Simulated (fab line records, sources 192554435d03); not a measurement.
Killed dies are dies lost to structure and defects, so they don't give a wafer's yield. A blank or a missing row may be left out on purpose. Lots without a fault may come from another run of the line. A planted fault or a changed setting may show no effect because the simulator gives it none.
fab line records | flow n5_finfet
record lots=10 wafers=29 last_day=17
route steps=1938 shown BEOL_M4@1111 MIM_BOT_ETCH@1866 TV_LITHO@1884 PAD_METAL@1894 PASSIVATION@1936
lots that met no fault: from a run of the same line without faults
start_h: hours from the record's first day to the start of the lot's first wafer shown | wait_h: hours since the lot's step before | " the same as in the row above | L1.1+2: a row that stands for several wafers | - no value, or no start given | * or withheld: withheld | < > ~ a bound
route shown NAME@n: a module of which the file shows steps, and the number in the route of the first | usual: mean/standard deviation of fault-free wafers | same: alike in all rows | chamber/n: place in a boat | sites: the reading at each site | _std_site: their standard deviation | _edge_site: outer sites' mean less inner sites' | radius_mm: how far each site lies from the wafer's centre | mask NAME#n: copy n | behind: the tool/chamber that last shaped the wafer | hold: why the lot was held/for how many hours/how that ended | device: the transistor (n, p or np) that didn't switch | end of line: the same wafers' tests at the end of the route | a step without rows: its recipe alone | killed: dies lost to structure and defects at the first sort, not the wafer's yield | map: a wafer's dies, x killed, . not, _ none there
set.NAME: the setting as run; set.NAME@STEP: as run at that earlier step | model.NAME: the simulator's own value behind a step, which no gauge read
steps of the route over a sample of lots; a table a step, a row a wafer
services: from which hour (start_h, from the record's first day; less than 0 if before it) a tool's chamber was out of use, for how many hours, and why
## steps
# step N5_BEOL_M4_RC_MEAS_101
# usual DIBL_N=36.0/1.6 DIBL_P=36.1/2 IOFF_N=0.160/0.029 IOFF_P=0.21/0.039 ION_N=675/13 ION_P=464/8.8 SS_N=71.5/0.58 SS_P=73.3/0.65 VT_N=250/3.3 VT_P=-249/3.6
# columns lot.wafer tool chamber start_h wait_h DIBL_N[mV/V] DIBL_P[mV/V] IOFF_N[nA/um] IOFF_P[nA/um] ION_N[uA/um] ION_P[uA/um] SS_N[mV/dec] SS_P[mV/dec] VT_N[mV] VT_P[mV]
L407.3 prober-02 0 191.35 0.3 33.7 35.3 0.146 0.19 678 463 71.2 73.1 250 -252
L407.5 " 0 " " 32.2 33.5 0.118 0.17 675 466 70.8 72.7 253 -250
L407.6 " 0 " " 35.7 37.8 0.175 0.23 678 463 70.7 73.7 247 -249
L409.2 prober-01 0 204.50 0.2 36.7 38.2 0.177 0.22 677 454 70.9 74.5 250 -250
L409.4 " 0 " " 35.7 37.7 0.172 0.22 671 461 71.7 73.8 249 -252
L409.5 " 0 " " 34.9 35.4 0.150 0.18 657 447 71.5 73.5 252 -254
L411.1 prober-01 0 219.96 0.0 37.1 36.8 0.180 0.20 669 454 71.5 73.3 251 -251
L411.3 " 0 " " 34.3 35.2 0.130 0.18 658 452 71.1 72.9 256 -250
L411.6 " 0 " " 34.3 34.8 0.132 0.18 672 462 71.1 73.6 251 -252
L413.3 prober-02 0 234.71 0.3 36.3 36.7 0.166 0.23 679 463 72.5 72.7 248 -246
L413.5 " 0 " " 36.4 37.4 0.165 0.25 678 471 72.9 73.8 249 -243
L413.6 " 0 " " 37.7 38.8 0.180 0.26 672 458 72.1 73.5 248 -247
L416.2 prober-01 0 238.45 0.2 35.6 34.9 0.155 0.22 652 457 71.7 72.7 250 -248
L416.3 " 0 " " 36.5 37.6 0.178 0.27 689 474 71.2 74.2 247 -246
L417.2 prober-02 0 244.19 0.2 34.7 34.2 0.134 0.21 668 469 71.9 72.6 251 -248
L417.5 " 0 " " 35.0 33.5 0.135 0.19 665 457 71.2 72.5 252 -252
L417.6 " 0 " " 34.6 34.1 0.135 0.20 664 463 70.7 72.9 251 -251
L418.2 prober-01 0 265.02 0.2 37.8 37.4 0.193 0.20 694 463 71.6 74.1 245 -251
L418.3 " 0 " " 36.3 35.7 0.152 0.18 681 461 71.6 74.1 251 -252
L418.6 " 0 " " 36.0 34.8 0.136 0.16 657 444 71.0 72.7 253 -254
L421.1 prober-02 0 286.33 0.0 37.0 37.9 0.177 0.24 694 478 72.3 73.2 245 -245
L421.4 " 0 " " 38.7 39.9 0.218 0.30 711 482 72.2 74.3 244 -244
L421.6 " 0 " " 38.2 40.1 0.195 0.29 689 480 72.1 73.8 244 -244
L424.2 prober-02 0 294.61 0.2 31.8 33.0 0.115 0.18 667 461 70.8 72.4 256 -250
L424.3 " 0 " " 32.8 34.9 0.123 0.21 663 468 71.1 73.2 254 -246
L424.5 " 0 " " 35.6 37.3 0.171 0.24 681 471 71.3 73.8 249 -247
L422.1 prober-01 0 297.94 0.0 34.8 34.0 0.146 0.17 687 463 70.9 72.3 247 -252
L422.3 " 0 " " 36.2 35.5 0.154 0.20 681 469 71.5 73.7 248 -250
L422.5 " 0 " " 36.8 35.9 0.174 0.21 699 468 71.2 73.0 247 -250
# step N5_MIM_BOT_ETCH_ETCH_04
# recipe chemistry=CF4/O2 target=SiNx target_depth_a=260 time_s=13 ion_energy_ev=100 pressure_mtorr=40 source_w=535 bias_w=49 Ar_flow_sccm=100 cf4_flow_sccm=100 O2_flow_sccm=10
# usual bias_w=49.01/0.16 drypump_motor_current_A=5.7/0.63 oes_product_au=0.82/0.062 rf_vpp_V=240/4.5 showerhead_plenum_p_Torr=2.19/0.086 throttle_valve_pct=15.96/0.19
# columns lot.wafer tool chamber start_h wait_h bias_w drypump_motor_current_A oes_product_au rf_hours_counter_h rf_vpp_V showerhead_plenum_p_Torr throttle_valve_pct
L407.3 rie_diel-04 1 283.54 0.0 48.64 6.1 0.82 90 236 2.14 15.85
L407.5 " 1 " " 48.70 6.1 0.82 - 235 2.14 15.85
L407.6 " 2 " " 49.39 5.9 0.97 - 236 2.18 15.84
L409.2 rie_diel-04 3 294.32 0.0 49.28 5.7 0.81 109 238 2.15 16.25
L409.4 " 3 " " 49.01 5.7 0.81 - 236 2.15 16.26
L409.5 " 2 " " 49.04 5.8 0.93 - 235 2.17 15.85
L411.1 rie_diel-04 2 324.58 0.0 49.20 5.9 0.91 21 234 2.17 15.88
L411.3 " 0 " " 48.99 5.5 0.70 190 237 2.11 16.10
L411.6 " 3 " " 49.05 5.6 0.79 - 238 2.14 16.28
L413.3 rie_diel-03 0 337.55 0.0 48.92 5.1 0.80 97 238 2.23 16.20
L413.5 " 2 " " 49.10 4.8 0.83 - 247 2.14 15.68
L413.6 " 3 " " 48.81 6.5 0.81 - 248 2.32 15.78
L416.2 rie_diel-04 1 342.86 0.0 48.92 6.1 0.80 106 236 2.13 15.87
L416.3 " 3 " " 49.17 5.7 0.78 126 236 2.14 16.29
L417.2 rie_diel-06 0 348.05 0.0 49.03 5.2 0.78 120 241 2.14 16.11
L417.5 " 2 " " 49.24 5.3 0.88 - 239 2.34 15.85
L417.6 " 3 " " 49.19 6.7 0.84 - 238 2.14 16.01
L418.2 rie_diel-06 1 376.46 0.0 49.08 4.9 0.75 161 243 2.11 16.12
L418.3 " 3 " " 49.37 6.7 0.83 79 237 2.14 16.02
L418.6 " 1 " " 49.13 4.9 0.75 - 244 2.11 16.13
L421.1 rie_diel-06 1 381.80 0.0 48.84 4.8 0.75 164 243 2.11 16.12
L421.4 " 2 " " 49.15 5.4 0.85 - 239 2.34 15.88
L421.6 " 1 " " 48.73 4.8 0.75 - 244 2.11 16.11
L422.1 rie_diel-04 1 392.12 0.0 49.05 6.1 0.78 123 236 2.13 15.92
L422.3 " 2 " " 49.25 5.8 0.87 44 234 2.16 15.92
L422.5 " 0 " " 48.83 5.5 0.68 - 240 2.10 16.15
L424.2 rie_diel-03 3 392.52 0.0 49.14 6.5 0.79 100 247 2.31 15.82
L424.3 " 1 " " 48.98 6.6 0.87 42 235 2.33 15.90
L424.5 " 2 " " 48.75 4.8 0.81 - 246 2.13 15.70
# step N5_PASSIVATION_OVL_MEAS_60
# recipe points_per_wafer=44
# usual TV_OVL=3/6.4
# columns lot.wafer tool chamber start_h wait_h TV_OVL[nm]
L407.3 overlay-01 0 285.06 0.0 7
L407.5 " 0 " " -2
L407.6 " 0 " " 10
L409.2 overlay-02 0 296.66 0.0 6
L409.4 " 0 " " 6
L409.5 " 0 " " -5
L411.1 overlay-02 0 328.19 0.0 2
L411.3 " 0 " " 3
L411.6 " 0 " " -7
L413.3 overlay-01 0 339.31 0.0 10
L413.5 " 0 " " 1
L413.6 " 0 " " 5
L416.2 overlay-02 0 346.02 0.0 6
L416.3 " 0 " " 12
L417.2 overlay-02 0 350.52 0.0 -9
L417.5 " 0 " " 3
L417.6 " 0 " " -6
L418.2 overlay-02 0 378.81 0.0 10
L418.3 " 0 " " 6
L418.6 " 0 " " 4
L421.1 overlay-02 0 384.97 0.0 4
L421.4 " 0 " " -3
L421.6 " 0 " " 7
L424.2 overlay-01 0 396.61 0.0 -13
L424.3 " 0 " " 1
L424.5 " 0 " " -1
L422.1 overlay-02 0 396.65 0.0 -1
L422.3 " 0 " " -6
L422.5 " 0 " " 2
# step N5_PASSIVATION_PRE_CLEAN_19
# recipe gas=H2/He time_s=* temp_c=*
# usual heater_power_w=469/61
# columns lot.wafer tool chamber start_h wait_h heater_power_w
L407.3 pvd_sputter-02 - 286.00 0.0 452
L407.5 " - " " 453
L407.6 " - " " 394
L409.2 pvd_sputter-03 - 297.58 0.0 380
L409.4 " - " " 560
L409.5 " - " " 535
L411.1 pvd_sputter-03 - 329.41 0.0 514
L411.3 " - " " 544
L411.6 " - " " 544
L413.3 pvd_sputter-02 - 340.67 0.0 442
L413.5 " - " " 399
L413.6 " - " " 440
L416.2 pvd_sputter-03 - 347.75 0.0 455
L416.3 " - " " 544
L417.2 pvd_sputter-01 - 352.53 0.0 437
L417.5 " - " " 402
L417.6 " - " " 440
L418.2 pvd_sputter-03 - 379.67 0.0 517
L418.3 " - " " 550
L418.6 " - " " 553
L421.1 pvd_sputter-01 - 385.87 0.0 548
L421.4 " - " " 455
L421.6 " - " " 453
L424.2 pvd_sputter-03 - 397.72 0.0 381
L424.3 " - " " 540
L424.5 " - " " 516
L422.1 pvd_sputter-03 - 398.10 0.0 544
L422.3 " - " " 518
L422.5 " - " " 448
# step N5_PASSIVATION_AL_DEP_21
# recipe material=Al target_thk_a=28000 temp_c=400 time_s=170 power_w=30000 chamber_pressure_pa=0.4 gas=Ar
# usual cathode_dc_power_W=30000/5.1 chamber_pressure_pa=0.4000/0.00076 throttle_valve_pct=30.2/0.68
# columns lot.wafer tool chamber start_h wait_h cathode_dc_power_W chamber_pressure_pa throttle_valve_pct
L407.3 pvd_sputter-02 - 286.14 0.1 30005 0.4012 29.9
L407.5 " - " " 29989 0.3997 31.6
L407.6 " - " " 30013 0.3996 30.4
L409.2 pvd_sputter-03 - 297.72 0.1 30004 0.3990 31.4
L409.4 " - " " 29999 0.3993 29.5
L409.5 " - " " 30009 0.4012 29.4
L411.1 pvd_sputter-03 - 329.55 0.1 - - -
L411.3 " - " " - - -
L411.6 " - " " - - -
L413.3 pvd_sputter-02 - 340.81 0.1 - - -
L413.5 " - " " - - -
L413.6 " - " " - - -
L416.2 pvd_sputter-03 - 347.89 0.1 29997 0.3993 30.1
L416.3 " - " " 30000 0.4002 29.7
L417.2 pvd_sputter-01 - 352.67 0.1 29986 0.4007 30.4
L417.5 " - " " 29997 0.4002 29.9
L417.6 " - " " 30000 0.4003 30.1
L418.2 pvd_sputter-03 - 379.81 0.1 30005 0.3989 29.8
L418.3 " - " " 30000 0.3996 29.6
L418.6 " - " " 29995 0.3989 29.4
L421.1 pvd_sputter-01 - 386.01 0.1 29998 0.3994 30.1
L421.4 " - " " 30001 0.3990 29.5
L421.6 " - " " 30003 0.4002 30.3
L424.2 pvd_sputter-03 - 397.86 0.1 30002 0.3990 31.5
L424.3 " - " " 29990 0.4000 29.7
L424.5 " - " " 30005 0.3989 29.5
L422.1 pvd_sputter-03 - 398.24 0.1 30010 0.3983 29.4
L422.3 " - " " 30005 0.3996 29.8
L422.5 " - " " 30003 0.4009 30.4
# step N5_PASSIVATION_PROBE_49
# usual defect_limited_yield=91.0/1.3 killed_at_M0_to_M3=36/9.5 killed_at_M4_up=14/5.6 killed_at_contacts=12/6.4 killed_at_front_end=40/10 killed_at_other=3.2/3 killed_dies=107/15 killed_on_rim=15/4.5 killed_open=69/12 killed_short=35/7.7 sort_bin_5_function=5.3/0.91 sort_bin_6_memory=3.3/0.65 sort_bin_8_speed=0.00/0.012 sort_n_pass=1073/15 sort_yield_pct=91.0/1.3
# same gross_dies=1180 killed_at_back_side=0 sort_bin_4_leakage[%]=0
# columns lot.wafer tool chamber start_h wait_h defect_limited_yield[%] killed_at_M0_to_M3 killed_at_M4_up killed_at_contacts killed_at_front_end killed_at_other killed_dies killed_on_rim killed_open killed_short sort_bin_5_function[%] sort_bin_6_memory[%] sort_bin_8_speed[%] sort_n_pass sort_yield_pct[%]
L407.3 prober-02 - 291.84 0.1 92.3 28 10 8 39 6 91 12 68 22 4.9 2.7 0 1089 92.3
L407.5 prober-02 - 291.94 0.2 88.4 33 11 26 58 9 137 19 92 40 5.6 5.4 0 1043 88.4
L407.6 prober-02 - 291.99 0.3 91.0 29 13 20 39 5 106 11 71 33 5.4 3.3 0 1074 91.0
L409.2 prober-01 - 303.37 0.1 88.0 35 27 15 60 5 142 19 103 33 7.4 4.1 0 1038 88.0
L409.4 prober-01 - 303.47 0.2 91.9 20 21 13 33 8 95 10 66 29 5.0 2.8 0 1085 91.9
L409.5 prober-01 - 303.52 0.2 91.2 24 15 16 47 2 104 18 70 33 5.6 2.9 0 1076 91.2
L411.1 prober-02 - 335.75 0.0 0 3 4 0 12 1161 1180 152 13 7 73.6 2.9 0 0 0
L411.3 prober-02 - 335.85 0.1 0 8 7 0 15 1150 1180 152 23 7 72.1 3.6 0 0 0
L411.6 prober-02 - 336.00 0.3 0 6 1 1 10 1162 1180 152 11 7 72.5 2.8 0 0 0
L413.3 prober-01 - 346.37 0.1 0 4 2 4 7 1163 1180 152 11 7 73.5 2.7 0 0 0
L413.5 prober-01 - 346.47 0.2 0 5 3 2 5 1165 1180 152 10 5 72.6 3.1 0 0 0
L413.6 prober-01 - 346.52 0.3 0 9 4 2 10 1155 1180 152 20 6 73.2 3.0 0 0 0
L416.2 prober-02 - 354.66 0.1 88.4 58 13 23 40 3 137 22 92 39 6.3 4.7 0 1043 88.4
L416.3 prober-02 - 354.71 0.1 91.4 35 12 13 41 1 102 16 62 33 5.3 2.5 0 1078 91.4
L417.2 prober-02 - 358.21 0.1 89.3 44 14 12 54 2 126 16 79 44 6.3 3.9 0 1054 89.3
L417.5 prober-02 - 358.36 0.2 89.7 62 9 6 38 6 121 13 70 50 5.7 4.4 0 1059 89.7
L417.6 prober-02 - 358.41 0.3 88.3 40 32 15 51 0 138 24 101 35 7.1 4.4 0 1042 88.3
L418.2 prober-02 - 385.79 0.1 90.3 37 21 6 37 13 114 14 73 41 5.8 3.3 0 1066 90.3
L418.3 prober-02 - 385.84 0.1 90.4 44 24 5 29 11 113 16 80 33 5.3 4.0 0 1067 90.4
L418.6 prober-02 - 385.99 0.3 91.4 35 14 13 37 3 102 14 51 50 4.7 3.4 0.08 1077 91.3
L421.1 prober-01 - 391.61 0.0 91.8 38 6 10 42 1 97 13 58 38 4.3 3.6 0 1083 91.8
L421.4 prober-01 - 391.76 0.2 92.5 30 9 13 36 0 88 4 58 30 4.8 2.3 0 1092 92.5
L421.6 prober-01 - 391.86 0.3 90.8 46 14 9 39 0 108 13 76 31 6.4 2.5 0 1072 90.8
L424.2 prober-01 - 403.38 0.1 91.4 31 24 6 39 2 102 13 77 24 4.6 3.9 0 1078 91.4
L424.3 prober-01 - 403.43 0.1 92.2 36 10 12 25 9 92 13 63 25 4.5 3.1 0 1088 92.2
L424.5 prober-01 - 403.53 0.2 90.4 40 15 27 29 2 113 16 78 33 5.9 3.2 0 1067 90.4
L422.1 prober-02 - 404.61 0.0 90.3 38 13 7 53 3 114 15 63 49 5.4 3.6 0 1066 90.3
L422.3 prober-02 - 404.71 0.1 88.8 57 10 6 58 1 132 20 84 47 7.0 3.6 0 1048 88.8
L422.5 prober-02 - 404.81 0.2 91.7 34 14 6 43 1 98 13 60 35 5.0 3.1 0 1082 91.7
# killed by level:class
L407.3 STI_FIN_REVEAL:geometric_particle:open=14 BEOL_M3:geometric_particle:open=8 MOL_CONTACT_COAG:geometric_particle:open=7 BEOL_M2:geometric_particle:open=7 BEOL_M4:geometric_particle:open=6 ILD0:geometric_particle:open=3 GATE_CUT:geometric_particle:short=3 GATE_CUT:geometric_particle:open=3
L407.5 STI_FIN_REVEAL:geometric_particle:open=21 MOL_CONTACT_COAG:geometric_particle:open=21 FIN_SAQP:geometric_particle:short=10 BEOL_M2:geometric_particle:open=9 BEOL_M1:geometric_particle:open=7 BEOL_M0_SAQP:geometric_particle:open=6 MOL_CONTACT_COAG:geometric_particle:short=5 HKMG_FIN:area_etch=5
L407.6 MOL_CONTACT_COAG:geometric_particle:open=18 STI_FIN_REVEAL:geometric_particle:open=9 FIN_SAQP:geometric_particle:open=8 GATE_CUT:geometric_particle:short=6 BEOL_M2:geometric_particle:open=6 BEOL_M0_SAQP:geometric_particle:open=5 BEOL_M3:geometric_particle:open=5 BEOL_M1:geometric_particle:open=4
L409.2 STI_FIN_REVEAL:geometric_particle:open=21 BEOL_M4:geometric_particle:open=15 MOL_CONTACT_COAG:geometric_particle:open=12 BEOL_M2:geometric_particle:open=12 FIN_SAQP:geometric_particle:open=8 GATE_CUT:geometric_particle:short=8 DUMMY_GATE:geometric_particle:open=7 BEOL_M0_SAQP:geometric_particle:open=6
L409.4 BEOL_M4:geometric_particle:open=15 MOL_CONTACT_COAG:geometric_particle:open=9 STI_FIN_REVEAL:geometric_particle:open=8 BEOL_M2:geometric_particle:open=7 FIN_SAQP:geometric_particle:short=5 BEOL_M0_SAQP:geometric_particle:open=5 FIN_SAQP:geometric_particle:open=4 MOL_CONTACT_COAG:geometric_particle:short=4
L409.5 FIN_SAQP:geometric_particle:open=17 MOL_CONTACT_COAG:geometric_particle:open=14 BEOL_M2:geometric_particle:open=10 BEOL_M4:geometric_particle:open=10 GATE_CUT:geometric_particle:short=5 FIN_SAQP:geometric_particle:short=4 DUMMY_GATE:geometric_particle:open=4 BEOL_M1:geometric_particle:open=3
L411.1 PASSIVATION:lost_pattern=1158 STI_FIN_REVEAL:geometric_particle:open=5 GATE_CUT:geometric_particle:open=3 BEOL_M4:geometric_particle:open=2 BEOL_M5:geometric_particle:short=2 PAD_METAL:area_dep=2 FIN_SAQP:geometric_particle:short=1 FIN_SAQP:geometric_particle:open=1
L411.3 PASSIVATION:lost_pattern=1144 PAD_METAL:area_dep=6 STI_FIN_REVEAL:geometric_particle:open=5 BEOL_M1:geometric_particle:open=5 BEOL_M4:geometric_particle:open=4 FIN_SAQP:geometric_particle:short=3 STARTING-WAFER:geometric_particle:open=2 FIN_SAQP:geometric_particle:open=1
L411.6 PASSIVATION:lost_pattern=1155 PAD_METAL:area_dep=7 BEOL_M0_SAQP:geometric_particle:short=3 FIN_SAQP:geometric_particle:open=2 FIN_SAQP:geometric_particle:short=2 BEOL_M3:geometric_particle:open=2 STARTING-WAFER:geometric_particle:open=2 STI_FIN_REVEAL:geometric_particle:open=1
L413.3 PASSIVATION:lost_pattern=1157 PAD_METAL:area_dep=5 FIN_SAQP:geometric_particle:short=4 MOL_CONTACT_COAG:geometric_particle:open=4 BEOL_M0_SAQP:geometric_particle:open=3 STARTING-WAFER:geometric_particle:short=1 GATE_CUT:geometric_particle:short=1 BEOL_M1:geometric_particle:open=1
L413.5 PASSIVATION:lost_pattern=1160 PAD_METAL:area_dep=5 BEOL_M4:geometric_particle:open=3 STI_FIN_REVEAL:geometric_particle:open=2 FIN_SAQP:geometric_particle:open=1 FIN_SAQP:geometric_particle:short=1 GATE_CUT:geometric_particle:short=1 MOL_CONTACT_COAG:geometric_particle:open=1
L413.6 PASSIVATION:lost_pattern=1144 PAD_METAL:area_dep=8 STI_FIN_REVEAL:geometric_particle:open=4 BEOL_M1:geometric_particle:open=4 MOL_CONTACT_COAG:geometric_particle:open=2 MIM_TOP_ETCH:coat_microbubble_printed=2 FIN_SAQP:geometric_particle:open=1 BEOL_M0_SAQP:geometric_particle:short=1
L416.2 MOL_CONTACT_COAG:geometric_particle:open=20 BEOL_M0_SAQP:geometric_particle:open=17 BEOL_M0_SAQP:geometric_particle:short=13 BEOL_M3:geometric_particle:open=12 STI_FIN_REVEAL:geometric_particle:open=10 STI_FIN_REVEAL:geometric_particle:short=7 BEOL_M4:geometric_particle:open=7 BEOL_M2:geometric_particle:open=6
L416.3 STI_FIN_REVEAL:geometric_particle:open=13 MOL_CONTACT_COAG:geometric_particle:open=11 BEOL_M0_SAQP:geometric_particle:short=10 GATE_CUT:geometric_particle:short=6 BEOL_M4:geometric_particle:open=6 BEOL_M0_SAQP:geometric_particle:open=5 BEOL_M1:geometric_particle:open=5 HKMG_FIN:area_etch=5
L417.2 BEOL_M2:geometric_particle:open=13 FIN_SAQP:geometric_particle:open=12 STI_FIN_REVEAL:geometric_particle:open=11 MOL_CONTACT_COAG:geometric_particle:open=11 FIN_SAQP:geometric_particle:short=10 BEOL_M0_SAQP:geometric_particle:short=10 BEOL_M0_SAQP:geometric_particle:open=10 BEOL_M4:geometric_particle:open=10
L417.5 BEOL_M2:geometric_particle:open=15 FIN_SAQP:geometric_particle:short=14 BEOL_M0_SAQP:geometric_particle:short=13 BEOL_M1:geometric_particle:open=10 BEOL_M0_SAQP:geometric_particle:open=7 MOL_CONTACT_COAG:geometric_particle:open=6 DUMMY_GATE:geometric_particle:open=5 BEOL_M1:geometric_particle:short=5
L417.6 BEOL_M4:geometric_particle:open=17 FIN_SAQP:geometric_particle:open=13 FIN_SAQP:geometric_particle:short=13 BEOL_M2:geometric_particle:open=12 STI_FIN_REVEAL:geometric_particle:open=11 MOL_CONTACT_COAG:geometric_particle:open=10 BEOL_M1:geometric_particle:open=10 BEOL_M3:geometric_particle:open=6
L418.2 BEOL_M4:geometric_particle:open=9 DUMMY_GATE:geometric_particle:open=8 STI_FIN_REVEAL:geometric_particle:open=7 BEOL_M0_SAQP:geometric_particle:open=7 BEOL_M0_SAQP:geometric_particle:short=7 BEOL_M3:geometric_particle:open=7 MIM_TOP_ETCH:geometric_particle:open=6 FIN_SAQP:geometric_particle:open=5
L418.3 BEOL_M4:geometric_particle:open=13 BEOL_M0_SAQP:geometric_particle:short=10 BEOL_M2:geometric_particle:open=10 STI_FIN_REVEAL:geometric_particle:open=6 BEOL_M0_SAQP:geometric_particle:open=6 BEOL_M1:geometric_particle:open=6 FIN_SAQP:geometric_particle:open=4 MOL_CONTACT_COAG:geometric_particle:open=4
L418.6 FIN_SAQP:geometric_particle:short=19 BEOL_M0_SAQP:geometric_particle:short=10 BEOL_M0_SAQP:geometric_particle:open=9 MOL_CONTACT_COAG:geometric_particle:open=8 BEOL_M4:geometric_particle:open=7 STI_FIN_REVEAL:geometric_particle:open=5 GATE_CUT:geometric_particle:short=5 MOL_CONTACT_COAG:geometric_particle:short=5
L421.1 BEOL_M0_SAQP:geometric_particle:short=12 FIN_SAQP:geometric_particle:short=10 BEOL_M0_SAQP:geometric_particle:open=10 STI_FIN_REVEAL:geometric_particle:open=9 MOL_CONTACT_COAG:geometric_particle:open=7 FIN_SAQP:geometric_particle:open=6 BEOL_M2:geometric_particle:open=5 BEOL_M3:geometric_particle:open=4
L421.4 MOL_CONTACT_COAG:geometric_particle:open=13 STI_FIN_REVEAL:geometric_particle:open=8 BEOL_M0_SAQP:geometric_particle:open=6 BEOL_M2:geometric_particle:open=6 FIN_SAQP:geometric_particle:open=5 FIN_SAQP:geometric_particle:short=5 BEOL_M4:geometric_particle:open=5 BEOL_M0_SAQP:geometric_particle:short=5
L421.6 BEOL_M0_SAQP:geometric_particle:open=17 BEOL_M0_SAQP:geometric_particle:short=11 MOL_CONTACT_COAG:geometric_particle:open=8 FIN_SAQP:geometric_particle:short=7 BEOL_M4:geometric_particle:open=7 FIN_SAQP:geometric_particle:open=6 STI_FIN_REVEAL:geometric_particle:open=6 BEOL_M2:geometric_particle:open=6
L424.2 BEOL_M2:geometric_particle:open=14 BEOL_M4:geometric_particle:open=14 DUMMY_GATE:geometric_particle:open=11 FIN_SAQP:geometric_particle:open=6 MOL_CONTACT_COAG:geometric_particle:open=5 BEOL_M3:geometric_particle:open=5 FIN_SAQP:geometric_particle:short=4 STARTING-WAFER:geometric_particle:short=4
L424.3 BEOL_M3:geometric_particle:open=14 MOL_CONTACT_COAG:geometric_particle:open=9 BEOL_M0:geometric_particle:open=5 STI_FIN_REVEAL:geometric_particle:open=4 DUMMY_GATE:geometric_particle:open=4 BEOL_M0_SAQP:geometric_particle:open=4 BEOL_M0_SAQP:geometric_particle:short=4 BEOL_M2:geometric_particle:open=4
L424.5 MOL_CONTACT_COAG:geometric_particle:open=21 BEOL_M0_SAQP:geometric_particle:open=7 BEOL_M1:geometric_particle:open=7 BEOL_M2:geometric_particle:short=7 BEOL_M4:geometric_particle:open=7 STI_FIN_REVEAL:geometric_particle:open=6 MOL_CONTACT_COAG:geometric_particle:short=6 BEOL_M3:geometric_particle:open=6
L422.1 FIN_SAQP:geometric_particle:short=26 FIN_SAQP:geometric_particle:open=17 BEOL_M0_SAQP:geometric_particle:open=14 BEOL_M0_SAQP:geometric_particle:short=10 MOL_CONTACT_COAG:geometric_particle:open=5 BEOL_M1:geometric_particle:open=5 BEOL_M2:geometric_particle:open=5 BEOL_M4:geometric_particle:open=5
L422.3 FIN_SAQP:geometric_particle:open=23 FIN_SAQP:geometric_particle:short=21 BEOL_M0_SAQP:geometric_particle:open=14 BEOL_M0_SAQP:geometric_particle:short=13 BEOL_M1:geometric_particle:open=9 BEOL_M3:geometric_particle:open=7 MOL_CONTACT_COAG:geometric_particle:open=6 DUMMY_GATE:geometric_particle:open=6
L422.5 FIN_SAQP:geometric_particle:short=15 FIN_SAQP:geometric_particle:open=10 BEOL_M1:geometric_particle:open=8 BEOL_M0_SAQP:geometric_particle:open=7 STI_FIN_REVEAL:geometric_particle:open=6 BEOL_M0_SAQP:geometric_particle:short=5 BEOL_M2:geometric_particle:open=5 BEOL_M4:geometric_particle:open=5
## services
# columns tool chamber start_h hours kind
pvd_sputter-01 - 265.37 5.6 repair
rie_diel-06 2 268.31 - clean
rie_diel-06 2 268.31 - consumable_replace:focus_ring
rie_diel-06 2 268.31 - consumable_replace:showerhead
rie_diel-06 2 268.31 28.1 scheduled_down
rie_diel-06 2 268.31 28.1 vent_cycle
rie_diel-04 3 281.53 2.6 repair
rie_diel-04 - 311.41 0.7 repair
pvd_sputter-02 - 350.92 15.4 repair
rie_diel-06 0 356.03 43.4 repair
pvd_sputter-01 - 363.81 5.6 repair
pvd_sputter-02 - 366.68 18.9 repair
rie_diel-03 0 388.66 19.8 repair
## key
first_sign step=N5_PASSIVATION_AL_DEP_21 reading=tool_record direction=missing
effect step=N5_PASSIVATION_PROBE_49 reading=killed_at_other direction=up sigmas=99+ usual=3.2 struck=1159.3
met_at N5_PASSIVATION_AL_DEP_21
struck_lots L411,L413
later_rows_left_out L411.1,L411.3,L411.6,L413.3,L413.5,L413.6
not_acting_at N5_MIM_BOT_ETCH_ETCH_04,N5_PASSIVATION_OVL_MEAS_60,N5_PASSIVATION_PRE_CLEAN_19
onset_between 297.72 329.55
fault kind=skipped_step_whole tool=pvd_sputter-02,pvd_sputter-03 chamber=- onset_h=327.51 steps=N5_PASSIVATION_AL_DEP_21 scope=struck_lots_only
# later_rows_left_out: the simulator's readings of these wafers behind a module that went badly wrong aren't trusted and aren't shown, but for the sort
